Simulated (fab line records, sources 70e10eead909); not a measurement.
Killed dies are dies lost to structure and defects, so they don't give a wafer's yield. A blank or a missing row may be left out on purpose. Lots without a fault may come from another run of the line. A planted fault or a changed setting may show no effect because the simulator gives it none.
fab line records | flow nand_harc
record lots=6 wafers=18 last_day=34
route steps=1302 shown P_M1@287 END@1302
lots that met no fault: from a run of the same line without faults
start_h: hours from the record's first day to the start of the lot's first wafer shown | wait_h: hours since the lot's step before | " the same as in the row above | L1.1+2: a row that stands for several wafers | - no value, or no start given | * or withheld: withheld | < > ~ a bound
route shown NAME@n: a module of which the file shows steps, and the number in the route of the first | usual: mean/standard deviation of fault-free wafers | same: alike in all rows | chamber/n: place in a boat | sites: the reading at each site | _std_site: their standard deviation | _edge_site: outer sites' mean less inner sites' | radius_mm: how far each site lies from the wafer's centre | mask NAME#n: copy n | behind: the tool/chamber that last shaped the wafer | hold: why the lot was held/for how many hours/how that ended | device: the transistor (n, p or np) that didn't switch | end of line: the same wafers' tests at the end of the route | a step without rows: its recipe alone | killed: dies lost to structure and defects at the first sort, not the wafer's yield | map: a wafer's dies, x killed, . not, _ none there
set.NAME: the setting as run; set.NAME@STEP: as run at that earlier step | model.NAME: the simulator's own value behind a step, which no gauge read
lots at some steps of the route; a table a step, a row a wafer
services: from which hour (start_h, from the record's first day; less than 0 if before it) a tool's chamber was out of use, for how many hours, and why
## steps
# step NHARC_P_M1_HMDS_02
# recipe time_s=30
# step NHARC_P_M1_COAT_34
# recipe temp_c=200 time_s=65
# step NHARC_P_M1_COAT_03
# recipe spin_rpm=1500 resist_thk_nm=90
# step NHARC_P_M1_SOFTBAKE_04
# recipe temp_c=105 time_s=55
# step NHARC_P_M1_EBR_05
# step NHARC_P_M1_EXPOSE_06
# recipe na=1.35 target_cd_nm=130 dose_mj=81.88 mask_id=P_M1
# step NHARC_P_M1_PEB_07
# recipe peb_temp_c=100 peb_time_s=65
# step NHARC_P_M1_DEVELOP_08
# recipe develop_time_s=35 dev_temp_c=23
# step NHARC_P_M1_CD_MEAS_09
# recipe target_cd_nm=130 landing_energy_ev=500
# usual cd_nm=130.0/0.66
# columns lot.wafer tool chamber start_h wait_h cd_nm
L199.1 cd_sem-01 0 186.29 - 130.4
L199.3 " 0 " " 131.1
L199.5 " 0 " " 131.2
L202.4 cd_sem-02 0 214.98 - 129.5
L202.5 " 0 " " 128.3
L202.6 " 0 " " 128.7
L205.1 cd_sem-03 0 247.87 - 130.3
L205.3 " 0 " " 129.8
L205.4 " 0 " " 130.3
L212.1 cd_sem-01 0 316.97 - 130.0
L212.5 " 0 " " 129.7
L212.6 " 0 " " 130.0
L213.1 cd_sem-01 0 334.36 - 130.7
L213.2 " 0 " " 130.9
L213.3 " 0 " " 130.4
L216.2 cd_sem-02 0 356.04 - 130.0
L216.4 " 0 " " 130.2
L216.6 " 0 " " 128.9
# step NHARC_P_M1_OVL_MEAS_10
# recipe pitch_nm=260
# usual overlay_x_nm=0.1/1 overlay_y_nm=-0.1/0.7
# columns lot.wafer tool chamber start_h wait_h overlay_x_nm overlay_y_nm
L199.1 overlay-01 - 186.38 - 0.1 0.6
L199.3 " - " " 0.1 0.8
L199.5 " - " " 0.4 1.1
L202.4 overlay-02 - 215.06 - -0.4 -1.0
L202.5 " - " " -0.8 -0.7
L202.6 " - " " -0.9 -0.7
L205.1 overlay-02 - 247.96 - 0.7 0.8
L205.3 " - " " 0.5 0.8
L205.4 " - " " 0.7 0.6
L212.1 overlay-02 - 317.06 - -0.3 0.1
L212.5 " - " " -0.7 -0.1
L212.6 " - " " -0.4 0.2
L213.1 overlay-02 - 334.45 - 0.6 0.8
L213.2 " - " " 0.8 0.6
L213.3 " - " " 0.9 0.4
L216.2 overlay-01 - 356.13 - 1.1 0.1
L216.4 " - " " 1.0 0.3
L216.6 " - " " 0.6 0.3
# step NHARC_P_M1_INSPECT_11
# usual raw_defect_count=4.6/2.4
# columns lot.wafer tool chamber start_h wait_h raw_defect_count
L199.1 defect_inspect-01 - 186.41 0.0 6
L199.3 " - " " 1
L199.5 " - " " 5
L202.4 defect_inspect-01 - 215.10 0.0 3
L202.5 " - " " 3
L202.6 " - " " 4
L205.1 defect_inspect-01 - 248.00 0.0 6
L205.3 " - " " 4
L205.4 " - " " 4
L212.1 defect_inspect-02 - 317.10 0.0 4
L212.5 " - " " 6
L212.6 " - " " 10
L213.1 defect_inspect-02 - 334.49 0.0 9
L213.2 " - " " 4
L213.3 " - " " 6
L216.2 defect_inspect-01 - 356.17 0.0 8
L216.4 " - " " 8
L216.6 " - " " 5
# step NHARC_P_M1_DESCUM_14
# recipe time_s=3 o2_flow_sccm=200 ar_flow_sccm=0 bias_power_w=0 chemistry=O2
# usual drypump_motor_current_A=5.5/0.35 oes_product_au=0.999/0.0091 rf_vpp_V=57.6/0.91 showerhead_plenum_p_Torr=1.89/0.084 throttle_valve_pct=11.312/0.0091
# columns lot.wafer tool chamber start_h wait_h drypump_motor_current_A oes_product_au rf_hours_counter_h rf_vpp_V showerhead_plenum_p_Torr throttle_valve_pct
L199.3 rie_diel-10 1 186.47 0.1 5.3 0.999 9 58.5 2.04 11.299
L199.1 " 3 " " 5.6 1.004 9 56.8 1.78 11.309
L199.5 " 1 " " 5.3 0.998 - 57.6 2.04 11.312
L202.4 rie_diel-10 1 215.18 0.1 5.3 1.010 11 57.6 2.04 11.313
L202.6 " 3 " " 5.6 1.004 - 59.0 1.78 11.324
L202.5 " 0 " " 5.7 0.998 - 57.9 1.88 11.325
L205.1 rie_diel-09 3 248.06 0.1 5.0 0.984 7 57.1 1.86 11.310
L205.4 " 0 " " 5.3 1.003 7 57.3 1.79 11.317
L205.3 " 2 " " 5.9 0.991 7 58.2 1.93 11.307
L212.1 rie_diel-09 3 317.16 0.1 5.1 0.992 12 56.8 1.85 11.319
L212.6 " 3 " " 5.0 0.985 - 58.3 1.85 11.319
L212.5 " 0 " " 5.3 1.002 - 56.5 1.79 11.318
L213.1 rie_diel-09 2 334.56 0.1 5.9 0.981 0 59.3 1.92 11.311
L213.2 " 3 " " 5.0 1.004 1 56.5 1.85 11.303
L213.3 " 0 " " 5.3 1.010 1 57.4 1.79 11.311
L216.2 rie_diel-10 3 356.23 0.1 5.6 1.014 8 57.6 1.77 11.308
L216.4 " 3 " " 5.6 1.007 - 57.0 1.77 11.335
L216.6 " 1 " " 5.3 1.004 - 58.4 2.04 11.304
# step NHARC_P_M1_ETCH_35
# recipe target_depth_a=400 overetch_a=120 time_s=43.94 ion_energy_ev=200 n2_flow_sccm=150 h2_flow_sccm=150 ar_flow_sccm=0 rf_w=400 bias_w=150 chemistry=N2/H2
# usual bias_w=150.1/0.46 drypump_motor_current_A=5.5/0.34 oes_product_au=0.998/0.0097 rf_vpp_V=430.1/2.6 showerhead_plenum_p_Torr=2.02/0.092 throttle_valve_pct=14.171/0.0093
# columns lot.wafer tool chamber start_h wait_h bias_w drypump_motor_current_A oes_product_au rf_hours_counter_h rf_vpp_V showerhead_plenum_p_Torr throttle_valve_pct
L199.3 rie_diel-10 3 186.56 0.1 150.0 5.6 1.010 9 427.4 1.89 14.163
L199.1 " 0 " " 150.2 5.7 0.996 9 429.5 2.00 14.181
L199.5 " 0 " " 150.4 5.7 1.000 - 429.9 2.00 14.156
L202.4 rie_diel-10 0 215.24 0.1 149.5 5.7 0.987 11 430.4 2.00 14.175
L202.6 " 0 " " 149.4 5.6 0.982 - 429.7 2.00 14.188
L202.5 " 1 " " 150.5 5.3 1.007 - 433.5 2.18 14.149
L205.1 rie_diel-09 3 248.14 0.1 150.3 5.0 0.992 7 428.8 1.98 14.167
L205.3 " 0 " " 150.2 5.3 1.007 7 426.6 1.91 14.168
L205.4 " 2 " " 150.3 5.9 0.998 7 431.3 2.05 14.165
L212.1 rie_diel-09 1 317.26 0.1 150.1 5.4 1.007 12 430.4 2.07 14.164
L212.6 " 3 " " 148.9 5.1 0.980 - 429.1 1.97 14.166
L212.5 " 0 " " 150.1 5.3 0.860 - 427.1 1.90 14.168
L213.2 rie_diel-09 0 334.64 0.1 150.2 5.3 0.865 1 426.7 1.90 14.170
L213.3 " 1 " " 150.4 5.4 0.998 0 432.7 2.07 14.160
L213.1 " 3 " " 150.4 5.1 0.989 1 429.2 1.97 14.162
L216.2 rie_diel-10 1 356.33 0.1 149.2 5.3 1.002 8 434.2 2.18 14.166
L216.6 " 1 " " 150.2 5.3 0.992 - 433.3 2.18 14.170
L216.4 " 2 " " 150.2 5.8 0.994 - 432.2 2.08 14.180
# step NHARC_P_M1_ETCH_15
# recipe target_depth_a=1825 time_s=91.2 c4f8_flow_sccm=withheld ar_flow_sccm=400 rf_w=600 bias_w=300 chemistry=C4F8/Ar
# usual bias_w=300.1/0.78 oes_product_au=0.957/0.021 rf_vpp_V=440.2/2.6
# columns lot.wafer tool chamber start_h wait_h bias_w oes_product_au rf_hours_counter_h rf_vpp_V
L199.3 rie_diel-10 3 - - 300.8 0.989 9 436.3
L199.1 " 0 " " 300.4 0.967 9 439.3
L199.5 " 3 " " 300.8 0.987 - 437.2
L202.4 rie_diel-10 1 - - 301.8 0.932 11 444.5
L202.6 " 3 " " 300.0 0.935 - 436.1
L202.5 " 0 " " 299.9 0.917 - 440.2
L205.4 rie_diel-09 1 - - 301.4 0.975 7 442.6
L205.1 " 2 " " 300.0 0.971 7 443.0
L205.3 " 3 " " 299.4 0.957 8 440.6
L212.1 rie_diel-09 0 - - 299.9 0.963 12 438.7
L212.5 " 2 " " 299.8 0.977 - 443.2
L212.6 " 3 " " 300.2 0.945 - 438.9
L213.2 rie_diel-09 2 - - 299.8 0.957 0 439.6
L213.3 " 3 " " 300.3 0.979 1 437.7
L213.1 " 1 " " 300.9 0.961 0 441.4
L216.2 rie_diel-10 3 - - 299.8 0.947 8 437.0
L216.4 " 1 " " 299.4 0.922 - 446.2
L216.6 " 2 " " 300.4 0.917 - 441.9
# step NHARC_END_SORT_01
# recipe temp_c=25
# usual defect_limited_yield=90.9/2.8 killed_at_array=56/19 killed_at_other=1.0/1.3 killed_at_periphery=3.8/2.2 killed_dies=61/19 killed_open=3.1/1.9 killed_short=2.3/1.5
# same gross_dies=677
# columns lot.wafer tool chamber start_h wait_h defect_limited_yield[%] killed_at_array killed_at_other killed_at_periphery killed_dies killed_open killed_short
L199.1 prober-01 0 623.39 2.5 88.8 70 1 5 76 3 3
L199.3 prober-01 0 625.00 3.1 88.6 76 1 0 77 2 3
L199.5 prober-01 0 626.62 3.7 90.1 64 0 3 67 5 1
L202.4 prober-02 0 650.68 3.4 91.3 54 2 3 59 6 0
L202.5 prober-02 0 651.48 3.7 89.4 64 1 7 72 3 1
L202.6 prober-02 0 652.27 4.0 90.8 58 2 2 62 4 3
L205.1 prober-01 0 680.95 2.5 96.8 19 0 3 22 2 1
L205.3 prober-01 0 682.57 3.1 95.6 27 1 2 30 5 3
L205.4 prober-01 0 683.38 3.4 97.2 16 1 2 19 4 2
L212.1 prober-01 0 748.22 2.5 86.4 90 0 2 92 5 2
L212.5 prober-01 0 751.46 3.7 84.2 104 0 3 107 1 3
L212.6 prober-01 0 752.27 4.0 86.3 87 1 5 93 3 0
L213.1 prober-02 0 750.68 2.5 93.4 33 2 10 45 3 3
L213.2 prober-02 0 751.48 2.8 95.0 31 1 2 34 3 2
L213.3 prober-02 0 752.28 3.1 94.8 30 1 4 35 2 2
L216.2 prober-02 0 804.54 2.8 88.3 75 1 3 79 4 0
L216.4 prober-02 0 806.13 3.4 89.2 68 0 5 73 5 1
L216.6 prober-02 0 807.72 4.0 87.3 80 1 5 86 3 1
# killed by level:class
L199.1 A_CHANNEL_HOLE_D1:chamber_film_flake=27 A_CHANNEL_HOLE_D2:chamber_film_flake=21 A_CONTACT:chamber_film_flake=11 P_ZERO_WELL:chamber_film_flake=2 P_STI:chamber_film_flake=2 A_CHANNEL_FILL_D1:chamber_film_flake=2 P_M1:geometric_particle:open=1 A_ONON_D1:geometric_particle:short=1
L199.3 A_CHANNEL_HOLE_D1:chamber_film_flake=31 A_CHANNEL_HOLE_D2:chamber_film_flake=28 A_CONTACT:chamber_film_flake=6 A_WL_FILL:geometric_particle:short=2 A_STAIRCASE:chamber_film_flake=2 A_CHANNEL_FILL_D1:geometric_particle:open=1 A_DECK1_JOINT:geometric_particle:open=1 A_ONON_D2:geometric_particle:short=1
L199.5 A_CHANNEL_HOLE_D2:chamber_film_flake=25 A_CHANNEL_HOLE_D1:chamber_film_flake=16 A_CONTACT:chamber_film_flake=9 A_WL_FILL:chamber_film_flake=3 P_CONTACT:geometric_particle:open=1 A_ONON_D1:geometric_particle:open=1 A_CHANNEL_FILL_D2:geometric_particle:open=1 A_STAIRCASE:geometric_particle:open=1
L202.4 A_SLIT:chamber_film_flake=25 A_CHANNEL_HOLE_D2:chamber_film_flake=10 A_CHANNEL_HOLE_D1:chamber_film_flake=4 A_CONTACT:chamber_film_flake=4 A_BLC:geometric_particle:open=2 A_CHANNEL_FILL_D1:chamber_film_flake=2 A_STAIRCASE:chamber_film_flake=2 THIN_TSV:chamber_film_flake=2
L202.5 A_SLIT:chamber_film_flake=31 A_CHANNEL_HOLE_D2:chamber_film_flake=12 A_SGD_CUT:chamber_film_flake=5 A_STAIRCASE:chamber_film_flake=4 A_CONTACT:chamber_film_flake=4 P_BONDPAD:chamber_film_flake=3 A_CHANNEL_HOLE_D1:chamber_film_flake=3 P_ZERO_WELL:chamber_film_flake=2
L202.6 A_SLIT:chamber_film_flake=28 A_CHANNEL_HOLE_D2:chamber_film_flake=10 A_CHANNEL_HOLE_D1:chamber_film_flake=5 A_CONTACT:chamber_film_flake=5 P_M0:geometric_particle:open=1 P_M1:geometric_particle:open=1 A_ONON_D1:geometric_particle:short=1 A_CHANNEL_FILL_D1:geometric_particle:short=1
L205.1 A_CHANNEL_HOLE_D1:chamber_film_flake=7 A_STAIRCASE:chamber_film_flake=3 A_SLIT:chamber_film_flake=3 A_CONTACT:chamber_film_flake=3 P_CONTACT:chamber_film_flake=2 A_CHANNEL_FILL_D2:geometric_particle:open=1 A_WL_FILL:geometric_particle:short=1 A_M1:geometric_particle:open=1
L205.3 A_CHANNEL_HOLE_D1:chamber_film_flake=12 A_STAIRCASE:chamber_film_flake=3 A_CONTACT:chamber_film_flake=3 A_ONON_D2:geometric_particle:open=2 P_M0:geometric_particle:short=1 A_DECK1_JOINT:geometric_particle:short=1 A_CHANNEL_HOLE_D2:geometric_particle:open=1 A_WL_FILL:geometric_particle:open=1
L205.4 A_CHANNEL_HOLE_D1:chamber_film_flake=7 A_CONTACT:chamber_film_flake=2 P_CONTACT:geometric_particle:open=1 A_SOURCE_PLATE:geometric_particle:open=1 A_WL_FILL:geometric_particle:short=1 A_WL_FILL:geometric_particle:open=1 A_M0:geometric_particle:short=1 STARTING-WAFER:geometric_particle:open=1
L212.1 A_CHANNEL_HOLE_D1:chamber_film_flake=31 A_SLIT:chamber_film_flake=23 A_CHANNEL_HOLE_D2:chamber_film_flake=16 A_CONTACT:chamber_film_flake=8 A_SGD_CUT:chamber_film_flake=3 A_STAIRCASE:chamber_film_flake=2 P_CONTACT:geometric_particle:open=1 A_CHANNEL_FILL_D1:geometric_particle:open=1
L213.1 A_CHANNEL_HOLE_D1:chamber_film_flake=14 P_GATE:chamber_film_flake=6 A_SLIT:chamber_film_flake=4 A_CONTACT:chamber_film_flake=4 A_M0:chamber_film_flake=3 P_ZERO_WELL:chamber_film_flake=2 THIN_TSV:chamber_film_flake=2 P_GATE:geometric_particle:short=1
L212.5 A_SLIT:chamber_film_flake=32 A_CHANNEL_HOLE_D1:chamber_film_flake=30 A_CHANNEL_HOLE_D2:chamber_film_flake=28 A_CONTACT:chamber_film_flake=4 A_STAIRCASE:chamber_film_flake=2 A_SGD_CUT:chamber_film_flake=2 A_BLC:chamber_film_flake=2 P_M2:geometric_particle:short=1
L213.2 A_CHANNEL_HOLE_D1:chamber_film_flake=12 A_SLIT:chamber_film_flake=8 A_STAIRCASE:chamber_film_flake=3 A_CONTACT:chamber_film_flake=3 P_CONTACT:geometric_particle:open=1 A_ONON_D2:geometric_particle:open=1 A_ONON_D2:geometric_particle:short=1 A_CHANNEL_FILL_D2:geometric_particle:short=1
L212.6 A_CHANNEL_HOLE_D1:chamber_film_flake=30 A_SLIT:chamber_film_flake=30 A_CHANNEL_HOLE_D2:chamber_film_flake=19 P_ZERO_WELL:chamber_film_flake=3 A_CONTACT:chamber_film_flake=3 A_STAIRCASE:chamber_film_flake=2 P_M0:geometric_particle:open=1 A_DECK1_JOINT:geometric_particle:open=1
L213.3 A_CHANNEL_HOLE_D1:chamber_film_flake=12 A_SLIT:chamber_film_flake=6 P_GATE:chamber_film_flake=2 A_STAIRCASE:chamber_film_flake=2 A_CONTACT:chamber_film_flake=2 A_SOURCE_PLATE:geometric_particle:short=1 A_CHANNEL_FILL_D2:geometric_particle:open=1 A_CONTACT:geometric_particle:short=1
L216.2 A_CHANNEL_HOLE_D2:chamber_film_flake=28 A_CHANNEL_HOLE_D1:chamber_film_flake=17 A_CONTACT:chamber_film_flake=13 A_SLIT:chamber_film_flake=11 P_M0:geometric_particle:open=2 A_STAIRCASE:chamber_film_flake=2 A_DECK1_JOINT:geometric_particle:open=1 A_M0:geometric_particle:open=1
L216.4 A_CHANNEL_HOLE_D2:chamber_film_flake=23 A_CHANNEL_HOLE_D1:chamber_film_flake=11 A_SLIT:chamber_film_flake=10 A_CONTACT:chamber_film_flake=10 A_STAIRCASE:chamber_film_flake=5 A_ZERO_WELL:chamber_film_flake=4 A_CONTACT:geometric_particle:open=2 P_ZERO_WELL:chamber_film_flake=2
L216.6 A_CHANNEL_HOLE_D2:chamber_film_flake=31 A_CHANNEL_HOLE_D1:chamber_film_flake=19 A_SLIT:chamber_film_flake=12 A_CONTACT:chamber_film_flake=10 A_CHANNEL_FILL_D2:chamber_film_flake=2 A_STAIRCASE:chamber_film_flake=2 P_CONTACT:geometric_particle:open=1 P_M0:geometric_particle:short=1
## services
# columns tool chamber start_h hours kind
rie_diel-10 0 172.50 - clean
rie_diel-10 1 172.50 - clean
rie_diel-10 2 172.50 - clean
rie_diel-10 3 172.50 - clean
rie_diel-09 0 176.60 - clean
rie_diel-09 1 176.60 - clean
rie_diel-09 2 176.60 - clean
rie_diel-09 3 176.60 - clean
rie_diel-09 0 188.24 18.5 repair
rie_diel-10 0 191.77 4.4 repair
rie_diel-10 0 197.00 - clean
rie_diel-10 1 197.00 - clean
rie_diel-10 2 197.00 - clean
rie_diel-10 3 197.00 - clean
rie_diel-09 1 201.10 - clean
rie_diel-09 2 201.10 - clean
rie_diel-09 3 201.10 - clean
rie_diel-10 0 221.62 - clean
rie_diel-10 - 242.51 9.0 pm
rie_diel-09 1 262.15 1.3 repair
rie_diel-10 - 277.42 0.7 repair
rie_diel-09 - 320.10 9.0 pm
rie_diel-10 0 348.01 14.6 repair
rie_diel-09 3 356.22 6.4 repair
## key
first_sign step=NHARC_P_M1_ETCH_35 reading=oes_product_au direction=down sigmas=14 usual=0.998 struck=0.862
effect none on later readings
met_at NHARC_P_M1_ETCH_35
struck_wafers L212.5,L213.2
onset_between 248.14 317.26
fault kind=process_parameter_drift tool=rie_diel-09 chamber=0 onset_h=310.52 steps=NHARC_P_M1_ETCH_35 channel=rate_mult offset=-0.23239 shape=step end_h=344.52
